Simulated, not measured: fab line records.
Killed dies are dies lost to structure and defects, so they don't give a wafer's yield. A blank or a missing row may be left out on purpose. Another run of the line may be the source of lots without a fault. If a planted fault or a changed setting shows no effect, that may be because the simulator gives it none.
Matching of chambers || flow n5 finfet || uv cure-01 running N5_BEOL_M5_CURE_79: 3 sister chambers
The step cures SiCOH lowk, time 240 s. 6 wafers are shown with their chamber, then 10 later ones without.

WAFERS WITH THEIR CHAMBER
{"wafer": "L074.5", "chamber": 1, "wafer_temp_C_max": 386.1, "lamp power pct (%)": 52.25}
{"wafer": "L074.6", "chamber": 1, "wafer_temp_C_max": 385.9, "lamp power pct (%)": 52.28}
{"wafer": "L088.4", "chamber": 2, "wafer_temp_C_max": 385.9, "lamp power pct (%)": 52.36}
{"wafer": "L088.6", "chamber": 2, "wafer_temp_C_max": 386.5, "lamp power pct (%)": 52.29}
{"wafer": "L093.1", "chamber": 0, "wafer_temp_C_max": 387.3, "lamp power pct (%)": 52.25}
{"wafer": "L093.2", "chamber": 0, "wafer_temp_C_max": 387.6, "lamp power pct (%)": 52.31}

WAFERS MISSING THEIR CHAMBER
{"wafer": "L093.5", "wafer_temp_C_max": 387.7, "lamp power pct (%)": 52.41}
{"wafer": "L094.1", "wafer_temp_C_max": 386.2, "lamp power pct (%)": 52.21}
{"wafer": "L094.4", "wafer_temp_C_max": 386.1, "lamp power pct (%)": 52.26}
{"wafer": "L094.6", "wafer_temp_C_max": 386.5, "lamp power pct (%)": 52.26}
{"wafer": "L095.2", "wafer_temp_C_max": 386.0, "lamp power pct (%)": 52.35}
{"wafer": "L095.4", "wafer_temp_C_max": 385.9, "lamp power pct (%)": 52.30}
{"wafer": "L095.5", "wafer_temp_C_max": 386.2, "lamp power pct (%)": 52.23}
{"wafer": "L096.1", "wafer_temp_C_max": 386.5, "lamp power pct (%)": 52.36}
{"wafer": "L096.4", "wafer_temp_C_max": 385.6, "lamp power pct (%)": 52.24}
{"wafer": "L096.5", "wafer_temp_C_max": 386.3, "lamp power pct (%)": 52.34}

THE CHAMBER EACH PASSED THROUGH
{"wafer": "L093.5", "from the rows above": 0, "in truth": 0}
{"wafer": "L094.1", "from the rows above": "can't be placed: 1 or 2", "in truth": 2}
{"wafer": "L094.4", "from the rows above": "can't be placed: 1 or 2", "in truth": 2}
{"wafer": "L094.6", "from the rows above": "can't be placed: 1 or 2 or 0", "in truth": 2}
{"wafer": "L095.2", "from the rows above": "can't be placed: 2 or 1", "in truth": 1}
{"wafer": "L095.4", "from the rows above": "can't be placed: 1 or 2", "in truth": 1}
{"wafer": "L095.5", "from the rows above": "can't be placed: 1 or 2", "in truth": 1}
{"wafer": "L096.1", "from the rows above": "can't be placed: 2 or 1", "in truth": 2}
{"wafer": "L096.4", "from the rows above": "can't be placed: 1 or 2", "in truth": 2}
{"wafer": "L096.5", "from the rows above": "can't be placed: 2 or 1", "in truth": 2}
1 of 10 placed correctly. From these rows, 9 cannot be placed; in 9 the true chamber is one of the candidates. 0 placed wrongly.
How it was worked out, from the rows above alone: a wafer's distance from a chamber is the root of the sum, over the readings, of the square of ((its reading less the chamber's mean) divided by the reading's scatter). If the next closest chamber is less than 2 further off than the closest, the wafer can't be placed; otherwise it belongs to the closest. The mean given for a chamber averages the wafers shown for that chamber. The scatter: the root of (the sum of the squares of (reading less its chamber's mean) over the shown wafers, divided by (wafers less chambers)).
